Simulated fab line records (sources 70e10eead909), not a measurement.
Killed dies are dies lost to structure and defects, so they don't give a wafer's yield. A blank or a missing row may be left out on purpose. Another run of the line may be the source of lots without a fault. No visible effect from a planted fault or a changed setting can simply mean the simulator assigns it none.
What tool caused it? || flow nand-harc || 6 lots, 18 wafers sampled, at 1 step of a route of 1302

WHAT EACH GAUGE READ, for each wafer
NHARC_A_SLIT_CD_MEAS_09: target cd 300 nm.
{"lot": "L765", "measured": "day 20 22:37", "on": "cd-sem-01", "cd-nm (nm)": "300.0 299.6 300.0"}
{"lot": "L764", "measured": "day 20 23:03", "on": "cd-sem-01", "cd-nm (nm)": "300.1 300.7 299.3"}
{"lot": "L769", "measured": "day 22 18:35", "on": "cd-sem-01", "cd-nm (nm)": "299.5 300.0 300.8"}
{"lot": "L772", "measured": "day 24 08:39", "on": "cd-sem-03", "cd-nm (nm)": "300.6 299.9 300.6"}
{"lot": "L774", "measured": "day 25 03:40", "on": "cd-sem-02", "cd-nm (nm)": "299.6 300.6 300.4"}
{"lot": "L781", "measured": "day 28 05:01", "on": "cd-sem-02", "cd-nm (nm)": "300.1 300.6 300.6"}

WHAT TOOL EACH LOT RAN ON (gives the tool, then ch and the chambers of the sampled wafers, and finally the start)
There is no process step in the record ahead of these readings.

THE ANSWER, worked out from the rows above alone
Rule: the lots themselves supply what counts as usual. Put in order of their means at a reading, lots are off if they are a third of the lots or fewer, leave a main group of 4 or more, and stand apart from it by a gap of 3 or more times the standard deviation of the main group's means; of several such gaps the widest counts. The tables above print the reading to a certain number of digits; a main group whose means all agree to those digits is not used. A lot without any number at a reading at which 4 lots or more have one is off too. The other lots that the step has rows for count as sound.
No lot is off on any of the readings shown, so nothing can be concluded from this.

WHAT THE SIMULATOR PUT IN
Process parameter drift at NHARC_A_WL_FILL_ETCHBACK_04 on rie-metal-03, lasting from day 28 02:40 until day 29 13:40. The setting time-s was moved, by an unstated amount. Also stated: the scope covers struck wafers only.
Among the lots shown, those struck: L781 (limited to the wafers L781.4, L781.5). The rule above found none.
